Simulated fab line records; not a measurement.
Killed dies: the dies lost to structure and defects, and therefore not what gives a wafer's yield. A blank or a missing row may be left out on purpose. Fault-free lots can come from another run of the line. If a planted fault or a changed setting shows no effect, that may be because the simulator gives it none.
What tool caused it? | flow nand-harc | 36 wafers from 12 lots sampled at 2 of the route's 1302 steps

## WHAT THE GAUGES SHOWED, per wafer
NHARC_A_START_INSPECT_01.
lot  | measured     | on                | raw-defect-count
L075 | day 7 04:07  | defect-inspect-02 | 3 5 4
L078 | day 8 06:32  | defect-inspect-02 | 1 1 4
L079 | day 8 21:59  | defect-inspect-02 | 5 5 2
L081 | day 9 17:20  | defect-inspect-01 | 4 2 7
L083 | day 10 22:28 | defect-inspect-01 | 5 3 4
L085 | day 11 09:44 | defect-inspect-01 | 2 2 2
L087 | day 11 23:52 | defect-inspect-02 | 6 2 6
L089 | day 12 19:10 | defect-inspect-02 | 3 3 8
L091 | day 13 20:58 | defect-inspect-01 | 5 5 5
L093 | day 14 14:36 | defect-inspect-02 | 2 5 4
L095 | day 15 09:30 | defect-inspect-01 | 5 3 5
L097 | day 16 14:53 | defect-inspect-02 | 1 4 4

## WHAT TOOL EACH LOT RAN ON (gives the tool, then ch and the chambers of the sampled wafers, and finally the start)
lot  | NHARC_P_BONDPAD_ACTIVATE_29
L075 | rie-diel-10 ch 0,1,3, day 7 03:44
L078 | rie-diel-10 ch 0,1,2, day 8 06:08
L079 | rie-diel-09 ch 1,2,3, day 8 21:35
L081 | rie-diel-09 ch 0,1,3, day 9 16:56
L083 | rie-diel-10 ch 0,1,3, day 10 22:07
L085 | rie-diel-09 ch 1,2,3, day 11 09:19
L087 | rie-diel-08 ch 1,2,3, day 11 23:28
L089 | rie-diel-09 ch 2,3, day 12 18:45
L091 | rie-diel-08 ch 0,1,3, day 13 20:35
L093 | rie-diel-08 ch 1,2, day 14 14:11
L095 | rie-diel-09 ch 1,2,3, day 15 09:05
L097 | rie-diel-10 ch 0,1,2, day 16 14:30
- NHARC_P_BONDPAD_ACTIVATE_29: chemistry N2, time 60 s.

## THE ANSWER, worked out from the rows above alone
Rule: the usual values come from the lots themselves. The widest of any qualifying gaps counts: lots, ordered by their means at a reading, are off when they make up no more than a third of the lots, leave a main group of 4 or more, and stand apart from it by 3 or more times the standard deviation of that group's means. A main group whose means are all the same, to the digits that the tables above print for the reading, isn't used. Also off: a lot with no number at a reading for which 4 or more lots have one. All remaining lots with rows at the step are treated as sound.
Nothing can be told from this: no lot is off at any reading shown.

## WHAT THE SIMULATOR HAD PUT IN
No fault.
